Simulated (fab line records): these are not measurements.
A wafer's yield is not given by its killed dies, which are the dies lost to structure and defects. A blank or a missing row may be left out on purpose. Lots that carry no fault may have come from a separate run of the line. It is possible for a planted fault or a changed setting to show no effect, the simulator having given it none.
Split-lot trial -- flow n5-finfet -- on a route of 1938 steps: 7 lots, 21 wafers read

== THE SPLIT ==
At N5_BEOL_M13_COAT_66 (time 60 s, resist thk 110 nm), the setting spin-rpm was moved away from the recipe's 1500 rpm on 10 of the 21 wafers read, by -10.8% to +7.4%. The other wafers ran this setting at the recipe's value.

== FROM THE SPLIT TO THE READING: what the file shows between them, 4 steps ==
- N5_BEOL_M13_COAT_22: resist thk 300 nm
- N5_BEOL_M13_EBR_24
- N5_BEOL_M13_DESCUM_33: chemistry O2, time 7.9 s
- N5_BEOL_M13_ETCH_67: etches SiARC in CF4, target depth 143 nm, time 238.3 s

== THE READING ==
SiARC_of_BEOL_M13_COAT_66.thk-nm (the simulator's own value, which no gauge read), in nm, at N5_BEOL_M13_ETCH_68 (etches SOC in N2/H2, time 355 s). There is no usual value for it anywhere in the file. The 11 wafers here that ran the recipe average 77.6 nm, standard deviation 0.9 nm.

wafer,"tool, chamber at the split","spin-rpm as run, rpm",against the recipe,"SiARC_of_BEOL_M13_COAT_66.thk-nm, nm",against lot-mates on the recipe
L074.1,"litho-track-02, 0",1500,recipe,77,-
L074.2,"litho-track-02, 0",1500,recipe,76.6,-
L074.5,"litho-track-02, 0",1500,recipe,77.4,-
L079.3,"litho-track-05, 0",1432,-4.5%,80.4,+2.2
L079.4,"litho-track-05, 0",1432,-4.5%,80.4,+2.2
L079.5,"litho-track-05, 0",1500,recipe,78.2,-
L081.1,"litho-track-03, 0",1431,-4.6%,81.2,+4.8
L081.2,"litho-track-03, 0",1500,recipe,76.4,-
L081.3,"litho-track-03, 0",1431,-4.6%,80,+3.6
L080.3,"litho-track-02, 0",1500,recipe,78.8,-
L080.5,"litho-track-02, 0",1338,-10.8%,83.2,+4.4
L080.6,"litho-track-02, 0",1338,-10.8%,84,+5.2
L089.1,"litho-track-02, 0",1500,recipe,78,-
L089.2,"litho-track-02, 0",1611,+7.4%,72.2,-6.0
L089.6,"litho-track-02, 0",1500,recipe,78.4,-
L092.2,"litho-track-05, 0",1500,recipe,76.2,-
L092.4,"litho-track-05, 0",1431,-4.6%,80,+3.8
L092.5,"litho-track-05, 0",1431,-4.6%,79.6,+3.4
L094.1,"litho-track-02, 0",1500,recipe,78.8,-
L094.3,"litho-track-02, 0",1500,recipe,77.4,-
L094.6,"litho-track-02, 0",1354,-9.7%,84,+5.9

THE FIT
A straight line over all 21 wafers: SiARC_of_BEOL_M13_COAT_66.thk-nm changes by -0.614 nm for each +1% of spin-rpm; r = -0.96; the points scatter about the line by 0.8 nm.
The same after taking each lot's own level away (the mean of its wafers on the recipe; 21 wafers): -0.588 nm for each +1%; r = -0.94; scatter 0.93 nm.
Per that fit: largest spin-rpm move, reading shift of 6.3 nm.
Measured against the standard deviation above, the lots' own levels, which go from 76.20 to 78.80 nm, span 2.9 times it.
Hence the lot-to-lot level has little effect on the slope; both slopes agree.
Check: with one of the wafers moved furthest among these (-10.8%) left out of the fit, the line predicts +6.89 nm for it against its lot-mates. Against them it came out at +4.4 nm.

== THE WHOLE CHAIN: every reading that the file lists as answering this split, in the file's order ==
step,what it does,reading,change (the file's fit),r (the file's)
N5_BEOL_M13_COAT_66,"time 60 s, resist thk 110 nm","SiARC_of_BEOL_M13_COAT_66.thk-nm (the simulator's own value, which no gauge read)",-0.575 nm for each +1% of the setting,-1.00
N5_BEOL_M13_ETCH_67,"etches SiARC in CF4, target depth 143 nm, time 238.3 s","etch.depth-nm (the simulator's own value, which no gauge read)",-0.569 nm for each +1% of the setting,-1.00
N5_BEOL_M13_ETCH_67,"etches SiARC in CF4, target depth 143 nm, time 238.3 s","coat_of_BEOL_M13_COAT_22.thk-nm (the simulator's own value, which no gauge read)",+0.4 nm for each +1% of the setting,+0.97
N5_BEOL_M13_ETCH_68,"etches SOC in N2/H2, time 355 s","SiARC_of_BEOL_M13_COAT_66.thk-nm (the simulator's own value, which no gauge read)",-0.606 nm for each +1% of the setting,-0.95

== FILE'S OWN FIT ==
SiARC_of_BEOL_M13_COAT_66.thk-nm changes by -0.606 nm for each +1% of spin-rpm, r = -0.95.
